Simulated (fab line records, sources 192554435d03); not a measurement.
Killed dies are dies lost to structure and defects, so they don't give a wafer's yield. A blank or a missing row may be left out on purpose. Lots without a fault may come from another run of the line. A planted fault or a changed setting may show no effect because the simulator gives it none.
fab line records | flow n5_finfet
record lots=24 wafers=72 last_day=18
route steps=1938 shown BEOL_M1@768
lots that met no fault: from a run of the same line without faults
start_h: hours from the record's first day to the start of the lot's first wafer shown | wait_h: hours since the lot's step before | " the same as in the row above | L1.1+2: a row that stands for several wafers | - no value, or no start given | * or withheld: withheld | < > ~ a bound
route shown NAME@n: a module of which the file shows steps, and the number in the route of the first | usual: mean/standard deviation of fault-free wafers | same: alike in all rows | chamber/n: place in a boat | sites: the reading at each site | _std_site: their standard deviation | _edge_site: outer sites' mean less inner sites' | radius_mm: how far each site lies from the wafer's centre | mask NAME#n: copy n | behind: the tool/chamber that last shaped the wafer | hold: why the lot was held/for how many hours/how that ended | device: the transistor (n, p or np) that didn't switch | end of line: the same wafers' tests at the end of the route | a step without rows: its recipe alone | killed: dies lost to structure and defects at the first sort, not the wafer's yield | map: a wafer's dies, x killed, . not, _ none there
set.NAME: the setting as run; set.NAME@STEP: as run at that earlier step | model.NAME: the simulator's own value behind a step, which no gauge read
steps of the route over a sample of lots; a table a step, a row a wafer
services: from which hour (start_h, from the record's first day; less than 0 if before it) a tool's chamber was out of use, for how many hours, and why
## steps
# step N5_BEOL_M1_ETCH_74
# recipe chemistry=N2/H2 target=underlayer target_depth_a=65 mask_material=CAR-EUV time_s=5.2 ion_energy_ev=200 pressure_mtorr=30 source_w=840 bias_w=150 n2_flow_sccm=200 h2_flow_sccm=200 ends=cleared
# usual drypump_motor_current_A=5.8/0.33 etch_rf_on_time_s=5.24/0.17 oes_product_au=0.68/0.081 rf_fwd_power_W=819.4/2.2 rf_vpp_V=524.0/2.8 showerhead_plenum_p_Torr=2.55/0.094 throttle_valve_pct=17.91/0.29
# columns lot.wafer tool chamber start_h wait_h drypump_motor_current_A etch_rf_on_time_s oes_product_au rf_fwd_power_W rf_hours_counter_h rf_vpp_V showerhead_plenum_p_Torr throttle_valve_pct
L076.1 rie_diel-04 1 139.16 0.0 5.8 5.24 0.58 822.7 228 523.1 2.52 18.15
L076.3 " 0 " " 6.3 5.39 0.58 818.7 240 522.3 2.41 18.22
L076.6 " 1 " " 5.8 5.29 0.58 821.0 - 521.0 2.52 18.13
L075.2 rie_diel-02 0 143.70 0.0 6.6 5.37 0.60 815.5 210 520.9 2.40 18.00
L075.4 " 2 " " 5.2 5.44 0.80 819.0 15 522.2 2.60 17.80
L075.6 " 0 " " 6.5 5.35 0.60 821.3 - 522.8 2.40 17.99
L077.1 rie_diel-06 1 147.99 0.0 6.0 5.19 0.59 817.7 241 519.9 2.39 18.06
L077.3 " 0 " " 5.9 4.91 0.80 818.7 18 524.6 2.60 17.37
L077.6 " 3 " " 5.9 5.24 0.73 820.1 - 521.2 2.48 18.28
L078.3 rie_diel-04 3 152.86 0.0 5.5 4.91 0.74 820.6 50 525.1 2.60 17.68
L078.4 " 3 " " 5.4 4.90 0.74 817.2 - 527.3 2.60 17.67
L078.5 " 1 " " 5.8 5.14 0.57 815.6 - 523.0 2.52 18.16
L079.3 rie_diel-06 3 153.02 0.0 5.9 5.28 0.72 820.0 59 524.9 2.48 18.29
L079.4 " 0 " " 5.8 5.01 0.79 819.3 20 525.2 2.59 17.38
L079.6 " 2 " " 5.9 5.48 0.63 822.4 - 527.7 2.66 17.59
L074.1 rie_diel-06 3 153.29 0.0 5.8 5.20 0.73 824.7 59 520.5 2.48 18.26
L074.5 " 3 " " 5.9 5.24 0.74 822.9 - 519.9 2.48 18.29
L074.6 " 2 " " 5.9 5.37 0.63 818.5 - 529.0 2.66 17.62
L080.1 rie_diel-06 2 158.38 0.0 5.9 5.47 0.62 821.5 126 526.7 2.66 17.64
L080.3 " 1 " " 6.0 5.27 0.58 817.0 244 518.2 2.39 18.08
L080.6 " 2 " " 6.0 5.53 0.62 821.5 - 525.9 2.66 17.64
L081.2 rie_diel-06 2 164.34 0.0 5.9 5.42 0.64 818.8 127 528.1 2.66 17.59
L081.3 " 1 " " 6.0 5.19 0.59 818.6 245 520.6 2.39 18.07
L081.5 " 0 " " 5.9 4.97 0.78 817.1 - 524.6 2.59 17.36
L082.1 rie_diel-04 3 172.13 0.0 5.4 4.95 0.74 818.4 57 522.9 2.59 17.69
L082.2 " 0 " " 6.3 5.46 0.57 821.0 252 520.2 2.40 18.24
L082.4 " 3 " " 5.4 5.01 0.73 818.6 - 527.1 2.59 17.66
L083.1 rie_diel-02 0 176.89 0.0 6.6 5.31 0.60 821.2 222 518.8 2.40 18.02
L083.2 " 2 " " 5.2 5.41 0.77 818.4 22 525.7 2.60 17.81
L083.4 " 1 " " 5.9 5.30 0.64 819.4 148 525.3 2.54 18.18
L084.1 rie_diel-04 0 184.84 0.0 6.3 5.38 0.57 822.9 257 519.1 2.40 18.27
L084.2 " 1 " " 5.8 5.30 0.57 822.7 245 523.0 2.51 18.18
L084.6 " 0 " " 6.3 5.40 0.58 824.1 - 522.2 2.40 18.25
L085.2 rie_diel-02 0 186.42 0.0 6.6 5.30 0.60 819.4 225 519.8 2.40 18.02
L085.3 " 3 " " 5.9 5.30 0.75 818.9 38 527.6 2.60 17.76
L085.6 " 2 " " 5.2 5.38 0.76 819.7 - 524.8 2.60 17.81
L086.1 rie_diel-02 3 202.58 0.0 5.9 5.29 0.75 822.8 43 527.3 2.60 17.76
L086.3 " 1 " " 5.9 5.30 0.63 818.6 154 524.9 2.54 18.23
L086.6 " 1 " " 5.9 5.28 0.63 821.6 - 527.1 2.54 18.19
L087.1 rie_diel-06 2 207.91 0.0 6.0 5.43 0.63 817.2 143 526.6 2.66 17.64
L087.3 " 3 " " 5.8 5.30 0.71 819.2 78 524.1 2.47 18.30
L087.6 " 0 " " 5.9 5.04 0.75 821.0 - 526.4 2.59 17.41
L088.2 rie_diel-04 3 210.90 0.0 5.4 4.93 0.73 819.0 71 523.7 2.59 17.70
L088.3 " 1 " " 5.8 5.18 0.57 821.5 254 521.8 2.51 18.21
L088.5 " 1 " " 5.8 5.15 0.57 816.1 - 522.4 2.51 18.22
L090.1 rie_diel-02 3 216.40 0.0 5.9 5.28 0.75 823.3 47 524.1 2.59 17.78
L090.4 " 1 " " 5.9 5.29 0.62 820.0 159 524.8 2.54 18.19
L090.5 " 1 " " 5.9 5.33 0.62 822.9 - 521.6 2.54 18.21
L089.2 rie_diel-06 0 216.81 0.0 5.8 4.97 0.77 817.8 41 525.2 2.59 17.39
L089.3 " 1 " " 5.9 5.16 0.85 823.4 5 527.7 2.70 17.68
L089.4 " 3 " " 5.9 5.24 0.70 818.2 80 520.1 2.47 18.33
L092.3 rie_diel-04 3 232.31 0.0 5.4 4.90 0.72 822.8 78 522.5 2.58 17.73
L092.4 " 3 " " 5.5 4.94 0.71 818.6 - 522.9 2.59 17.69
L092.6 " 1 " " 5.8 5.23 0.57 819.9 - 523.6 2.51 18.19
L091.3 rie_diel-02 3 232.35 0.0 5.9 5.29 0.73 816.0 52 525.1 2.59 17.80
L091.5 " 2 " " 5.2 5.46 0.75 822.7 - 527.6 2.59 17.82
L091.6 " 3 " " 5.9 5.27 0.73 818.6 - 523.7 2.59 17.79
L093.1 rie_diel-04 1 242.20 0.0 5.8 5.21 0.57 822.1 265 519.2 2.51 18.22
L093.2 " 2 " " 5.4 5.18 0.65 818.2 132 523.4 2.67 17.98
L093.4 " 1 " " 5.7 5.17 0.57 818.3 - 521.9 2.51 18.21
L094.1 rie_diel-06 0 246.06 0.0 5.9 4.99 0.74 817.7 49 523.9 2.58 17.42
L094.2 " 1 " " 5.9 5.19 0.82 818.0 13 529.5 2.70 17.73
L094.5 " 0 " " 5.9 5.00 0.75 821.0 - 526.2 2.58 17.39
L095.2 rie_diel-06 3 255.34 0.0 5.9 5.32 0.69 816.2 90 522.5 2.47 18.33
L095.3 " 1 " " 5.9 5.20 0.81 816.2 15 526.5 2.70 17.71
L095.4 " 0 " " 5.9 5.00 0.72 817.2 51 524.3 2.58 17.39
L096.2 rie_diel-04 3 263.23 0.0 5.4 4.87 0.72 818.6 88 524.8 2.58 17.75
L096.3 " 0 " " 6.3 4.99 0.83 823.2 3 527.3 2.72 17.84
L096.4 " 3 " " 5.4 4.87 0.72 819.7 - 523.4 2.58 17.75
L097.2 rie_diel-06 1 265.01 0.0 6.0 5.22 0.81 820.2 18 527.8 2.70 17.73
L097.4 " 3 " " 5.9 5.30 0.70 816.8 94 522.0 2.47 18.30
L097.5 " 2 " " 5.9 5.48 0.61 813.3 - 528.5 2.65 17.65
# step N5_BEOL_M1_STRIP_66
# recipe chemistry=CF4 resist=SiARC power_w=300 bias_power_w=75 pressure_mtorr=50 cf4_flow_sccm=150 rf_frequency_hz=6e+07
# usual drypump_motor_current_A=5.8/0.32 oes_product_au=0.79/0.088 rf_fwd_power_W=292.6/0.97 rf_vpp_V=271.2/1.5 showerhead_plenum_p_Torr=1.80/0.065 throttle_valve_pct=13.56/0.25
# columns lot.wafer tool chamber start_h wait_h drypump_motor_current_A oes_product_au rf_fwd_power_W rf_hours_counter_h rf_vpp_V showerhead_plenum_p_Torr throttle_valve_pct
L076.1 rie_diel-04 1 139.34 0.0 5.8 0.69 292.4 228 271.1 1.77 13.83
L076.3 " 0 " " 6.3 0.69 293.2 240 269.3 1.69 13.90
L076.6 " 1 " " 5.8 0.69 292.2 - 270.9 1.78 13.84
L075.2 rie_diel-02 0 143.87 0.0 6.6 0.71 291.4 210 269.8 1.71 13.76
L075.4 " 2 " " 5.3 0.93 291.8 15 270.9 1.83 13.38
L075.6 " 0 " " 6.5 0.72 291.2 - 268.1 1.71 13.77
L077.1 rie_diel-06 1 148.16 0.0 5.9 0.69 291.9 241 269.6 1.71 13.89
L077.3 " 0 " " 5.8 0.90 292.4 19 271.2 1.84 13.18
L077.6 " 3 " " 5.9 0.85 292.9 - 271.3 1.73 13.65
L078.3 rie_diel-04 3 153.03 0.0 5.4 0.84 292.8 50 271.5 1.83 13.22
L078.4 " 3 " " 5.4 0.85 292.8 - 271.4 1.83 13.21
L078.5 " 1 " " 5.8 0.68 292.0 - 270.6 1.77 13.85
L079.3 rie_diel-06 3 153.19 0.0 5.9 0.84 291.2 59 269.9 1.73 13.66
L079.4 " 0 " " 5.9 0.89 291.3 20 271.6 1.84 13.19
L079.6 " 2 " " 5.9 0.75 290.7 - 272.1 1.87 13.31
L074.1 rie_diel-06 3 153.46 0.0 5.8 0.85 291.8 59 270.2 1.73 13.65
L074.5 " 3 " " 5.8 0.84 292.3 - 269.9 1.73 13.66
L074.6 " 2 " " 5.9 0.75 293.8 - 272.5 1.87 13.31
L080.1 rie_diel-06 2 158.55 0.0 5.9 0.75 293.9 126 271.5 1.87 13.32
L080.3 " 1 " " 5.9 0.68 291.6 244 270.1 1.71 13.89
L080.6 " 2 " " 6.0 0.75 294.2 - 275.2 1.87 13.32
L081.2 rie_diel-06 2 164.51 0.0 5.9 0.75 293.0 127 272.4 1.87 13.30
L081.3 " 1 " " 5.9 0.69 292.3 245 268.5 1.71 13.88
L081.5 " 0 " " 5.8 0.88 292.3 - 271.2 1.84 13.19
L082.1 rie_diel-04 3 172.30 0.0 5.4 0.84 292.3 57 270.1 1.83 13.23
L082.2 " 0 " " 6.3 0.69 294.4 252 269.1 1.69 13.93
L082.4 " 3 " " 5.4 0.84 293.9 - 273.4 1.82 13.25
L083.1 rie_diel-02 0 177.06 0.0 6.5 0.71 293.1 222 268.6 1.71 13.77
L083.2 " 2 " " 5.2 0.91 293.0 22 271.4 1.82 13.39
L083.4 " 1 " " 5.9 0.75 294.3 148 271.7 1.79 13.77
L084.1 rie_diel-04 0 185.02 0.0 6.3 0.69 292.7 257 269.8 1.69 13.94
L084.2 " 1 " " 5.8 0.68 291.0 245 270.7 1.77 13.86
L084.6 " 0 " " 6.3 0.68 293.3 - 269.3 1.69 13.94
L085.2 rie_diel-02 0 186.59 0.0 6.5 0.71 290.7 225 269.9 1.71 13.78
L085.3 " 3 " " 5.9 0.88 293.6 38 271.1 1.83 13.43
L085.6 " 2 " " 5.2 0.91 293.1 - 272.4 1.82 13.40
L086.1 rie_diel-02 3 202.75 0.0 5.9 0.87 291.6 43 273.0 1.82 13.44
L086.3 " 1 " " 5.9 0.74 291.2 154 270.9 1.79 13.79
L086.6 " 1 " " 5.9 0.74 292.3 - 270.5 1.79 13.78
L087.1 rie_diel-06 2 208.08 0.0 5.9 0.74 292.6 143 272.9 1.86 13.36
L087.3 " 3 " " 5.9 0.82 292.0 78 269.8 1.73 13.69
L087.6 " 0 " " 5.9 0.86 292.6 - 270.4 1.84 13.24
L088.2 rie_diel-04 3 211.07 0.0 5.4 0.82 293.1 71 270.6 1.82 13.26
L088.3 " 1 " " 5.8 0.67 293.7 254 270.5 1.77 13.88
L088.5 " 1 " " 5.8 0.67 291.8 - 270.2 1.77 13.89
L090.1 rie_diel-02 3 216.57 0.0 5.9 0.87 290.7 47 271.8 1.82 13.44
L090.4 " 1 " " 5.9 0.74 291.2 159 270.4 1.79 13.79
L090.5 " 1 " " 5.8 0.74 291.3 - 273.1 1.79 13.81
L089.2 rie_diel-06 0 216.99 0.0 5.8 0.86 292.3 41 270.0 1.84 13.24
L089.3 " 1 " " 5.9 0.98 292.5 5 273.4 1.91 13.36
L089.4 " 3 " " 5.9 0.82 293.8 80 270.3 1.73 13.70
L092.3 rie_diel-04 3 232.48 0.0 5.4 0.81 292.4 78 273.2 1.82 13.28
L092.4 " 3 " " 5.4 0.81 292.8 - 269.0 1.82 13.29
L092.6 " 1 " " 5.8 0.67 292.5 - 270.9 1.77 13.89
L091.3 rie_diel-02 3 232.52 0.0 5.9 0.86 292.8 52 272.2 1.82 13.45
L091.5 " 2 " " 5.3 0.89 290.8 - 272.4 1.82 13.43
L091.6 " 3 " " 5.9 0.86 293.0 - 272.5 1.82 13.46
L093.1 rie_diel-04 1 242.37 0.0 5.8 0.66 292.8 265 270.7 1.76 13.90
L093.2 " 2 " " 5.4 0.76 293.0 132 271.2 1.89 13.74
L093.4 " 1 " " 5.8 0.66 293.6 - 268.9 1.76 13.91
L094.1 rie_diel-06 0 246.23 0.0 5.9 0.84 292.2 49 272.0 1.84 13.27
L094.2 " 1 " " 6.0 0.95 291.3 13 273.5 1.91 13.36
L094.5 " 0 " " 5.9 0.85 292.5 - 271.8 1.84 13.27
L095.2 rie_diel-06 3 255.51 0.0 5.8 0.81 294.3 90 271.0 1.72 13.72
L095.3 " 1 " " 6.0 0.94 292.8 15 273.3 1.91 13.37
L095.4 " 0 " " 5.9 0.84 291.3 51 271.7 1.83 13.27
L096.2 rie_diel-04 3 263.41 0.0 5.4 0.80 293.6 88 271.1 1.82 13.32
L096.3 " 0 " " 6.3 0.96 294.5 3 272.7 1.90 13.36
L096.4 " 3 " " 5.4 0.79 293.4 - 272.2 1.82 13.31
L097.2 rie_diel-06 1 265.18 0.0 5.9 0.93 292.5 18 274.1 1.91 13.39
L097.4 " 3 " " 5.9 0.81 292.4 94 270.7 1.72 13.72
L097.5 " 2 " " 5.9 0.72 292.6 - 272.0 1.86 13.39
# step N5_BEOL_M1_ANNEAL_49
# recipe temp_c=400 time_s=240 ambient=vacuum
# usual heater_power_w=797/67
# columns lot.wafer tool chamber start_h wait_h heater_power_w
L076.1 pvd_sputter-01 - 147.40 3.4 839
L076.3 " - " " 776
L076.6 " - " " 758
L075.2 pvd_sputter-01 - 150.24 0.0 799
L075.4 " - " " 770
L075.6 " - " " 836
L077.1 pvd_sputter-02 - 152.65 0.0 730
L077.3 " - " " 740
L077.6 " - " " 932
L078.3 pvd_sputter-01 - 168.52 0.0 829
L078.4 " - " " 774
L078.5 " - " " 829
L079.3 pvd_sputter-03 - 169.63 0.0 821
L079.4 " - " " 817
L079.6 " - " " 692
L074.1 pvd_sputter-01 - 171.24 0.0 825
L074.5 " - " " 775
L074.6 " - " " 840
L080.1 pvd_sputter-01 - 173.94 0.0 789
L080.3 " - " " 785
L080.6 " - " " 804
L081.2 pvd_sputter-02 - 174.49 0.0 922
L081.3 " - " " 727
L081.5 " - " " 742
L082.1 pvd_sputter-03 - 179.20 0.0 803
L082.2 " - " " 818
L082.4 " - " " 726
L083.1 pvd_sputter-01 - 183.71 0.0 793
L083.2 " - " " 813
L083.4 " - " " 820
L084.1 pvd_sputter-02 - 187.58 0.0 732
L084.2 " - " " 731
L084.6 " - " " 720
L085.2 pvd_sputter-02 - 190.63 0.0 742
L085.3 " - " " 933
L085.6 " - " " 922
L086.1 pvd_sputter-01 - 208.10 0.0 822
L086.3 " - " " 787
L086.6 " - " " 759
L087.1 pvd_sputter-02 - 216.77 0.0 949
L087.3 " - " " 731
L087.6 " - " " 728
L088.2 pvd_sputter-01 - 216.88 0.0 789
L088.3 " - " " 820
L088.5 " - " " 794
L090.1 pvd_sputter-03 - 229.53 0.0 805
L090.4 " - " " 728
L090.5 " - " " 706
L089.2 pvd_sputter-01 - 229.65 0.0 805
L089.3 " - " " 787
L089.4 " - " " 777
L092.3 pvd_sputter-02 - 236.16 0.0 743
L092.4 " - " " 917
L092.6 " - " " 734
L091.3 pvd_sputter-03 - 239.91 0.0 807
L091.5 " - " " 723
L091.6 " - " " 705
L093.1 pvd_sputter-02 - 261.69 0.0 737
L093.2 " - " " 946
L093.4 " - " " 920
L094.1 pvd_sputter-01 - 264.35 0.0 789
L094.2 " - " " 795
L094.5 " - " " 783
L095.2 pvd_sputter-02 - 265.23 0.0 921
L095.3 " - " " 910
L095.4 " - " " 736
L096.2 pvd_sputter-01 - 268.53 0.0 822
L096.3 " - " " 777
L096.4 " - " " 793
L097.2 pvd_sputter-01 - 274.55 0.0 770
L097.4 " - " " 834
L097.5 " - " " 815
# step N5_BEOL_M1_ANNEAL_82
# recipe temp_c=400 time_s=240 ambient=vacuum
# usual heater_power_w=800/68
# columns lot.wafer tool chamber start_h wait_h heater_power_w
L076.1 pvd_sputter-01 - 147.84 0.0 826
L076.3 " - " " 774
L076.6 " - " " 791
L075.2 pvd_sputter-01 - 150.68 0.0 812
L075.4 " - " " 776
L075.6 " - " " 799
L077.1 pvd_sputter-02 - 153.09 0.0 734
L077.3 " - " " 757
L077.6 " - " " 965
L078.3 pvd_sputter-01 - 168.96 0.0 852
L078.4 " - " " 808
L078.5 " - " " 833
L079.3 pvd_sputter-03 - 170.07 0.0 823
L079.4 " - " " 793
L079.6 " - " " 708
L074.1 pvd_sputter-01 - 171.68 0.0 795
L074.5 " - " " 776
L074.6 " - " " 828
L080.1 pvd_sputter-01 - 174.38 0.0 763
L080.3 " - " " 781
L080.6 " - " " 799
L081.2 pvd_sputter-02 - 174.93 0.0 922
L081.3 " - " " 736
L081.5 " - " " 744
L082.1 pvd_sputter-03 - 179.64 0.0 790
L082.2 " - " " 798
L082.4 " - " " 704
L083.1 pvd_sputter-01 - 184.15 0.0 803
L083.2 " - " " 805
L083.4 " - " " 837
L084.1 pvd_sputter-02 - 188.02 0.0 734
L084.2 " - " " 752
L084.6 " - " " 743
L085.2 pvd_sputter-02 - 191.07 0.0 729
L085.3 " - " " 941
L085.6 " - " " 923
L086.1 pvd_sputter-01 - 208.54 0.0 837
L086.3 " - " " 793
L086.6 " - " " 765
L087.1 pvd_sputter-02 - 217.21 0.0 944
L087.3 " - " " 731
L087.6 " - " " 707
L088.2 pvd_sputter-01 - 217.32 0.0 800
L088.3 " - " " 845
L088.5 " - " " 793
L090.1 pvd_sputter-03 - 229.97 0.0 829
L090.4 " - " " 739
L090.5 " - " " 696
L089.2 pvd_sputter-01 - 230.09 0.0 820
L089.3 " - " " 796
L089.4 " - " " 772
L092.3 pvd_sputter-02 - 236.60 0.0 730
L092.4 " - " " 929
L092.6 " - " " 727
L091.3 pvd_sputter-03 - 240.35 0.0 785
L091.5 " - " " 718
L091.6 " - " " 710
L093.1 pvd_sputter-02 - 262.13 0.0 747
L093.2 " - " " 935
L093.4 " - " " 890
L094.1 pvd_sputter-01 - 264.79 0.0 782
L094.2 " - " " 814
L094.5 " - " " 792
L095.2 pvd_sputter-02 - 265.67 0.0 957
L095.3 " - " " 905
L095.4 " - " " 737
L096.2 pvd_sputter-01 - 268.97 0.0 836
L096.3 " - " " 787
L096.4 " - " " 790
L097.2 pvd_sputter-01 - 274.99 0.0 792
L097.4 " - " " 842
L097.5 " - " " 814
# step N5_BEOL_M1_ANNEAL_95
# recipe temp_c=400 time_s=240 ambient=vacuum
# usual heater_power_w=798/69
# columns lot.wafer tool chamber start_h wait_h heater_power_w
L076.1 pvd_sputter-01 - 148.94 0.0 827
L076.3 " - " " 798
L076.6 " - " " 776
L075.2 pvd_sputter-01 - 151.78 0.0 802
L075.4 " - " " 773
L075.6 " - " " 810
L077.1 pvd_sputter-02 - 154.19 0.0 723
L077.3 " - " " 730
L077.6 " - " " 926
L078.3 pvd_sputter-01 - 170.06 0.0 847
L078.4 " - " " 774
L078.5 " - " " 842
L079.3 pvd_sputter-03 - 171.17 0.0 823
L079.4 " - " " 805
L079.6 " - " " 696
L074.1 pvd_sputter-01 - 172.78 0.0 814
L074.5 " - " " 768
L074.6 " - " " 821
L080.1 pvd_sputter-01 - 175.48 0.0 786
L080.3 " - " " 792
L080.6 " - " " 794
L081.2 pvd_sputter-02 - 179.29 3.3 941
L081.3 " - " " 725
L081.5 " - " " 739
L082.1 pvd_sputter-03 - 180.74 0.0 785
L082.2 " - " " 806
L082.4 " - " " 715
L083.1 pvd_sputter-01 - 185.25 0.0 796
L083.2 " - " " 801
L083.4 " - " " 835
L084.1 pvd_sputter-02 - 189.12 0.0 730
L084.2 " - " " 726
L084.6 " - " " 728
L085.2 pvd_sputter-02 - 192.17 0.0 732
L085.3 " - " " 942
L085.6 " - " " 904
L086.1 pvd_sputter-01 - 209.64 0.0 833
L086.3 " - " " 799
L086.6 " - " " 768
L087.1 pvd_sputter-02 - 218.31 0.0 953
L087.3 " - " " 760
L087.6 " - " " 741
L088.2 pvd_sputter-01 - 218.42 0.0 799
L088.3 " - " " 818
L088.5 " - " " 814
L090.1 pvd_sputter-03 - 231.07 0.0 789
L090.4 " - " " 720
L090.5 " - " " 699
L089.2 pvd_sputter-01 - 231.19 0.0 814
L089.3 " - " " 811
L089.4 " - " " 774
L092.3 pvd_sputter-02 - 237.70 0.0 708
L092.4 " - " " 906
L092.6 " - " " 732
L091.3 pvd_sputter-03 - 241.45 0.0 786
L091.5 " - " " 733
L091.6 " - " " 687
L093.1 pvd_sputter-02 - 263.23 0.0 730
L093.2 " - " " 956
L093.4 " - " " 920
L094.1 pvd_sputter-01 - 265.89 0.0 783
L094.2 " - " " 804
L094.5 " - " " 797
L095.2 pvd_sputter-02 - 266.77 0.0 951
L095.3 " - " " 928
L095.4 " - " " 726
L096.2 pvd_sputter-01 - 270.07 0.0 827
L096.3 " - " " 799
L096.4 " - " " 804
L097.2 pvd_sputter-01 - 276.09 0.0 791
L097.4 " - " " 828
L097.5 " - " " 810
# step N5_BEOL_M1_ANNEAL_51
# recipe temp_c=225 time_s=90 ambient=N2
# usual wafer_temp_C_max=225.95/0.26
# columns lot.wafer tool chamber start_h wait_h wafer_temp_C_max
L076.1 rtp_anneal-01 0 149.60 0.4 226.04
L076.3 " 0 " " 226.16
L076.6 " 0 " " 226.01
L075.2 rtp_anneal-02 0 152.16 0.1 225.80
L075.4 " 0 " " 226.03
L075.6 " 0 " " 225.99
L077.1 rtp_anneal-02 0 154.53 0.1 225.99
L077.3 " 0 " " 226.22
L077.6 " 0 " " 225.62
L078.3 rtp_anneal-02 0 170.49 0.1 225.85
L078.4 " 0 " " 225.90
L078.5 " 0 " " 225.74
L079.3 rtp_anneal-02 0 171.60 0.1 226.01
L079.4 " 0 " " 225.99
L079.6 " 0 " " 225.95
L074.1 rtp_anneal-02 0 173.21 0.2 225.55
L074.5 " 0 " " 225.92
L074.6 " 0 " " 225.68
L080.1 rtp_anneal-02 0 175.94 0.2 225.98
L080.3 " 0 " " 225.76
L080.6 " 0 " " 225.93
L081.2 rtp_anneal-01 0 179.67 0.1 226.64
L081.3 " 0 " " 225.84
L081.5 " 0 " " 226.12
L082.1 rtp_anneal-01 0 181.14 0.1 226.44
L082.2 " 0 " " 226.18
L082.4 " 0 " " 226.14
L083.1 rtp_anneal-02 0 185.59 0.1 225.86
L083.2 " 0 " " 225.98
L083.4 " 0 " " 225.80
L084.1 rtp_anneal-01 0 189.52 0.1 226.23
L084.2 " 0 " " 226.85
L084.6 " 0 " " 226.22
L085.2 rtp_anneal-01 0 192.55 0.1 225.79
L085.3 " 0 " " 226.08
L085.6 " 0 " " 225.91
L086.1 rtp_anneal-02 0 209.97 0.1 225.82
L086.3 " 0 " " 225.74
L086.6 " 0 " " 225.66
L087.1 rtp_anneal-02 0 218.64 0.1 225.58
L087.3 " 0 " " 225.41
L087.6 " 0 " " 225.80
L088.2 rtp_anneal-01 0 219.01 0.3 226.30
L088.3 " 0 " " 225.80
L088.5 " 0 " " 226.10
L090.1 rtp_anneal-02 0 231.47 0.1 225.41
L090.4 " 0 " " 226.05
L090.5 " 0 " " 225.77
L089.2 rtp_anneal-01 0 231.58 0.1 226.08
L089.3 " 0 " " 226.25
L089.4 " 0 " " 225.98
L092.3 rtp_anneal-01 0 238.13 0.1 225.98
L092.4 " 0 " " 226.39
L092.6 " 0 " " 225.89
L091.3 rtp_anneal-02 0 241.88 0.1 225.83
L091.5 " 0 " " 225.56
L091.6 " 0 " " 225.55
L093.1 rtp_anneal-02 0 263.57 0.1 225.78
L093.2 " 0 " " 225.82
L093.4 " 0 " " 226.00
L094.1 rtp_anneal-01 0 266.22 0.1 226.26
L094.2 " 0 " " 225.90
L094.5 " 0 " " 226.39
L095.2 rtp_anneal-02 0 267.16 0.1 225.76
L095.3 " 0 " " 226.03
L095.4 " 0 " " 225.80
L096.2 rtp_anneal-01 0 270.45 0.1 225.90
L096.3 " 0 " " 226.09
L096.4 " 0 " " 225.98
L097.2 rtp_anneal-01 0 276.51 0.2 225.87
L097.4 " 0 " " 226.00
L097.5 " 0 " " 225.85
## services
# columns tool chamber start_h hours kind
pvd_sputter-02 - 134.88 1.1 repair
rie_diel-02 2 161.44 8.3 repair
rie_diel-06 1 180.43 - clean
rie_diel-06 1 180.43 - consumable_replace:focus_ring
rie_diel-06 1 180.43 - consumable_replace:showerhead
rie_diel-02 1 183.49 5.8 repair
rie_diel-02 - 199.34 2.8 pm
rie_diel-04 0 228.92 - clean
rie_diel-04 0 228.92 - consumable_replace:focus_ring
rie_diel-04 0 228.92 - consumable_replace:showerhead
rie_diel-04 0 228.92 27.6 scheduled_down
rie_diel-04 0 228.92 27.6 vent_cycle
rie_diel-04 1 256.49 - clean
rie_diel-04 1 256.49 - consumable_replace:focus_ring
rie_diel-04 1 256.49 17.6 scheduled_down
rie_diel-04 1 256.49 17.6 vent_cycle
rie_diel-06 1 256.96 4.2 repair
rie_diel-02 0 265.89 - clean
rie_diel-02 0 265.89 - consumable_replace:focus_ring
rie_diel-02 0 265.89 - consumable_replace:showerhead
rie_diel-02 0 265.89 15.8 scheduled_down
rie_diel-02 0 265.89 15.8 vent_cycle
## key
fault none
